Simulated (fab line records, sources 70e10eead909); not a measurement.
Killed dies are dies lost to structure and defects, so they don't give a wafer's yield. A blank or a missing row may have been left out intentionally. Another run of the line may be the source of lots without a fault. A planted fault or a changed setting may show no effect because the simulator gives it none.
Chamber matching ; flow nand_harc ; 4 sister chambers for NHARC_A_STAIRCASE_DESCUM_186 on rie_diel-01
The step chemistry O2, time 3 s. 4 wafers are shown with their chamber, then 9 later ones without.

WAFERS WITH THEIR CHAMBER
wafer;chamber;showerhead_plenum_p_Torr (Torr)
L092.1;0;1.99
L090.2;3;1.98
L090.5;2;1.77
L090.6;1;1.97

WAFERS MISSING THEIR CHAMBER
wafer;showerhead_plenum_p_Torr (Torr)
L091.1;1.97
L091.3;1.77
L091.6;1.77
L097.2;1.96
L097.4;1.77
L097.5;1.96
L096.2;1.97
L096.5;1.96
L096.6;1.98

WHICH CHAMBER EACH ONE RAN IN
wafer;from the rows above;in truth
L091.1;can't be placed: 1 or 3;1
L091.3;2;2
L091.6;2;2
L097.2;can't be placed: 1 or 3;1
L097.4;2;2
L097.5;can't be placed: 1 or 3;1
L096.2;can't be placed: 1 or 3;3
L096.5;can't be placed: 1 or 3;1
L096.6;can't be placed: 3 or 0 or 1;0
Correctly placed: 3 of 9. Cannot be placed on the basis of these rows: 6; the candidates contain the true chamber in 6. Wrongly placed: 0.
How it was worked out, from the rows above alone: a wafer's distance from a chamber is the root of the sum, over the readings, of the square of ((its reading less the chamber's mean) divided by the reading's scatter). The wafer belongs to the nearest chamber; if the next one is less than 2 further off, it can't be placed. The mean given for a chamber averages the wafers shown for that chamber. The scatter (one wafer shown for each chamber): square how far every hidden wafer sits from the nearest shown wafer, average those squares and take the square root.
